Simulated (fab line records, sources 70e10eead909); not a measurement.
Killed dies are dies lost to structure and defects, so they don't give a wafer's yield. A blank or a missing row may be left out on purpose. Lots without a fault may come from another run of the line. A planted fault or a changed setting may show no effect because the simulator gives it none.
Tool commonality check | flow nand_harc | 12 lots, 36 wafers sampled

WHY IT WAS OPENED
At NHARC_A_BLC_CD_MEAS_10 the reading cd_nm is flagged on 2 of 12 lots. Wafers without a fault read 100.1 nm, standard deviation 0.5.
Rule: a lot is flagged when every wafer of it that has a number lies more than 4 standard deviations from that mean, or none has a number. The other lots count as sound.

lot  | measured     | on        | cd_nm (nm), wafer by wafer | flag
L844 | day 17 09:14 | cd_sem-03 | 101.2 100.0 100.0          |
L843 | day 17 11:20 | cd_sem-03 | 100.8 100.5 100.5          |
L852 | day 19 05:08 | cd_sem-01 | 99.8 99.6 100.0            |
L851 | day 19 10:59 | cd_sem-02 | 97.0 97.1 96.7             | FLAGGED
L853 | day 19 22:04 | cd_sem-03 | 97.0 97.2 96.2             | FLAGGED
L859 | day 20 22:11 | cd_sem-03 | 100.4 99.5 99.3            |
L860 | day 21 01:27 | cd_sem-01 | 98.9 99.8 99.5             |
L858 | day 21 12:36 | cd_sem-03 | 100.7 100.5 99.9           |
L863 | day 21 20:27 | cd_sem-03 | 98.9 98.9 99.2             |
L866 | day 22 06:53 | cd_sem-02 | 100.2 100.2 100.2          |
L865 | day 22 14:08 | cd_sem-02 | 101.3 101.7 100.2          |
L864 | day 22 22:23 | cd_sem-03 | 99.7 100.2 99.8            |
The numbers of the flagged lots are 96.9 nm on average: -3.2 nm against the usual, or -6 standard deviations.

WHICH TOOL RAN EACH LOT
The record holds 1 process step before the reading, out of a route of 1159 steps. In each cell: the tool, then ch and the chambers that the sampled wafers went through, then the start.
lot  | flag    | NHARC_A_BLC_PEB_08
L844 |         | litho_track-04 ch 0, day 17 09:09
L843 |         | litho_track-01 ch 0, day 17 11:16
L852 |         | litho_track-01 ch 0, day 19 05:03
L851 | FLAGGED | litho_track-04 ch 0, day 19 10:54
L853 | FLAGGED | litho_track-04 ch 0, day 19 21:59
L859 |         | litho_track-06 ch 0, day 20 22:07
L860 |         | litho_track-01 ch 0, day 21 01:22
L858 |         | litho_track-06 ch 0, day 21 12:31
L863 |         | litho_track-06 ch 0, day 21 20:22
L866 |         | litho_track-01 ch 0, day 22 06:49
L865 |         | litho_track-01 ch 0, day 22 14:04
L864 |         | litho_track-01 ch 0, day 22 22:18
What these steps do:
- NHARC_A_BLC_PEB_08: peb time 65 s.
- NHARC_A_BLC_CD_MEAS_10: target cd 100 nm.

FLAGGED OVER TOTAL, TOOL BY TOOL (the gauges that took the reading come last)
step                   | tool           | lots run | flagged | share of the flagged lots | sound lots run after its first flagged lot
NHARC_A_BLC_PEB_08     | litho_track-01 | 6        | 0       | none                      | -
NHARC_A_BLC_PEB_08     | litho_track-04 | 3        | 2       | all                       | 0
NHARC_A_BLC_PEB_08     | litho_track-06 | 3        | 0       | none                      | -
NHARC_A_BLC_CD_MEAS_10 | cd_sem-01      | 2        | 0       | none                      | -
NHARC_A_BLC_CD_MEAS_10 | cd_sem-02      | 3        | 1       | some                      | 2 (L866,L865)
NHARC_A_BLC_CD_MEAS_10 | cd_sem-03      | 7        | 1       | some                      | 4 (L859,L858,L863,L864)

WHAT THE TABLE ALLOWS
1 row of the table ran every flagged lot: litho_track-04 at NHARC_A_BLC_PEB_08.
- litho_track-04 at NHARC_A_BLC_PEB_08: 2 of its 3 lots flagged. Its last sound lot is L844 (day 17 09:09), its first flagged lot L851 (day 19 10:54): a fault that began between those two fits. Its own readings lie more than 4 standard deviations out on every wafer of the flagged lots: plate_temp_C.
One tool is left: litho_track-04 at NHARC_A_BLC_PEB_08.

WHAT THE SIMULATOR HAD PUT IN
Process parameter drift: litho_track-04, from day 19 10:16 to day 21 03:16, at NHARC_A_BLC_PEB_08. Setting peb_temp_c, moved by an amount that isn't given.
Lots struck among those shown: L851, L853. The rule above found the same.
